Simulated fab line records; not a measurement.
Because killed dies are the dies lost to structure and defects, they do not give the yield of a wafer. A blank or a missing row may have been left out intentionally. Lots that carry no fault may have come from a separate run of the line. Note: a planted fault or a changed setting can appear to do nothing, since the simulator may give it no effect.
2 desks looking at one fault | flow n5Finfet | each desk holds nothing but its own numbers, with what lay behind them at the end

== DESK OF THE TOOL OWNER: pecvd-02 ==
The tool's own readings at N5_BEOL_M0_SAQP_PECVD_97 (deposits SiNx from SiH4/NH3/N2, target thk 23 nm, time 19.9 s): means of the sampled wafers that have a number, for each lot that ran on this tool. A lot is out of limits, marked OUT, if its mean lies more than 4 standard deviations from the usual mean; the brackets give that distance.
Columns: A = heaterPowerW at N5_BEOL_M0_SAQP_PECVD_97, usual 514 W; B = showerheadPlenumPTorr at N5_BEOL_M0_SAQP_PECVD_97, usual 5.10 Torr; C = throttleValvePct at N5_BEOL_M0_SAQP_PECVD_97, usual 40.2 %
lot  | first seen here | A   | B    | C
L315 | day 6 06:58     | 585 | 5.12 | 38.8
L326 | day 9 02:26     | 520 | 5.12 | 39.7
L327 | day 9 07:23     | 552 | 5.09 | 39.5
Finding of this desk: none of the 3 lots has anything out of limits.

== AT THE METROLOGY DESK ==
What the gauges read, lot by lot, whatever tool the lot ran on: means of the sampled wafers that have a number. A lot is out of limits, marked OUT, if its mean lies more than 4 standard deviations from the usual mean; the brackets give that distance. Of its 10 readings 7 are shown: those that lie furthest out on some lot.
Columns: A = DIBL_N at N5_BEOL_M4_RC_MEAS_101, usual 36.1 mV/V; B = IOFF_N at N5_BEOL_M4_RC_MEAS_101, usual 0.154 nA/um; C = IOFF_P at N5_BEOL_M4_RC_MEAS_101, usual 0.201 nA/um; D = ION_N at N5_BEOL_M4_RC_MEAS_101, usual 675 uA/um; E = ION_P at N5_BEOL_M4_RC_MEAS_101, usual 462 uA/um; F = SS_P at N5_BEOL_M4_RC_MEAS_101, usual 73.3 mV/dec; G = VT_N at N5_BEOL_M4_RC_MEAS_101, usual 250.0 mV
lot  | first seen here | A    | B     | C     | D   | E   | F    | G
L315 | day 8 21:07     | 37.4 | 0.172 | 0.221 | 685 | 466 | 73.4 | 249.2
L326 | day 11 21:48    | 37.9 | 0.193 | 0.235 | 685 | 468 | 73.9 | 244.5
L327 | day 12 03:23    | 36.8 | 0.157 | 0.220 | 674 | 466 | 73.0 | 251.2
L332 | day 13 05:23    | 38.0 | 0.184 | 0.218 | 683 | 466 | 74.7 | 247.4
Finding of this desk: none of the 4 lots has anything out of limits.

== PUT TOGETHER ==
Nothing out of limits was seen by the tool owner's desk.
Metrology desk: nothing out of limits seen.

== WHAT WAS PUT IN BY THE SIMULATOR ==
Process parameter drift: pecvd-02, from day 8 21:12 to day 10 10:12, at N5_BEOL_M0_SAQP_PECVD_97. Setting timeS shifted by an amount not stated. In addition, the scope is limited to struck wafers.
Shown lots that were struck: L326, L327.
